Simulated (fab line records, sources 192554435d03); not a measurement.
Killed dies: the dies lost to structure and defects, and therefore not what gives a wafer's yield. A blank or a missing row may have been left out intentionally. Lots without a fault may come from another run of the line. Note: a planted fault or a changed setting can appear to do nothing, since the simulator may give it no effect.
Chamber matching ; flow n5Finfet ; N5_BEOL_M0_SAQP_MANDREL_ETCH_103 on rieSi-05 has 4 sister chambers
The step etches a-Si in HBr/Cl2, stops on SiCN, target depth 45 nm, bt time 10 s, time 27 s. 18 wafers are shown with their chamber, then 9 later ones without.

== WAFERS, EACH WITH ITS CHAMBER ==
wafer;chamber;drypumpMotorCurrentA (A);oesProductAu (a.u.);biasW (W)
L077.4;1;5.65;0.668;74.99
L077.5;0;6.01;0.706;74.74
L077.6;1;5.69;0.669;75.10
L081.3;1;5.67;0.654;74.95
L081.5;1;5.66;0.672;74.83
L081.6;0;6.02;0.703;74.94
L082.2;0;6.01;0.701;74.98
L082.4;2;5.67;0.701;75.13
L082.5;2;5.68;0.693;74.83
L083.2;2;5.67;0.696;75.05
L083.3;1;5.67;0.663;74.60
L083.6;3;5.77;0.682;75.05
L084.2;0;6.02;0.694;74.96
L084.3;2;5.67;0.692;74.97
L084.4;1;5.68;0.678;75.17
L085.1;1;5.70;0.670;74.92
L085.2;2;5.65;0.699;75.07
L085.3;0;6.01;0.709;75.21

SIGNATURES, as means of the wafers listed above
reading;chamber 0;chamber 1;chamber 2;chamber 3;scatter within a chamber
drypumpMotorCurrentA;6.0140;5.6743;5.6680;5.7700;0.013
oesProductAu;0.70260;0.66771;0.69620;0.68200;0.00615
biasW;74.9660;74.9371;75.0100;75.0500;0.164
Rule: distance of a wafer from a chamber = root of the sum over the readings of ((wafer's reading minus chamber's mean) / reading's scatter) squared. If the next closest chamber is less than 2 further off than the closest, the wafer can't be placed; otherwise it belongs to the closest. The scatter is the square root of a quotient: the sum, over the shown wafers, of each reading's squared deviation from its chamber's mean, divided by wafers minus chambers.

== WAFERS WHOSE CHAMBER IS MISSING ==
wafer;drypumpMotorCurrentA (A);oesProductAu (a.u.);biasW (W)
L089.3;5.77;0.685;74.80
L089.4;5.68;0.661;74.91
L089.5;6.00;0.705;74.70
L091.1;5.69;0.674;74.86
L091.3;6.02;0.702;75.20
L091.6;5.70;0.666;74.75
L092.2;5.68;0.661;75.22
L092.5;5.72;0.674;75.24
L092.6;6.00;0.707;75.35

== THE CHAMBER EACH PASSED THROUGH ==
wafer;from the rows above;in truth
L089.3;3;3
L089.4;1;1
L089.5;0;0
L091.1;1;1
L091.3;0;0
L091.6;1;1
L092.2;1;1
L092.5;can't be placed: 1 or 3 or 2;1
L092.6;0;0
8 of 9 placed correctly. Can't be placed from these rows: 1 (the true chamber is among the candidates in 1). Wrongly placed: 0.
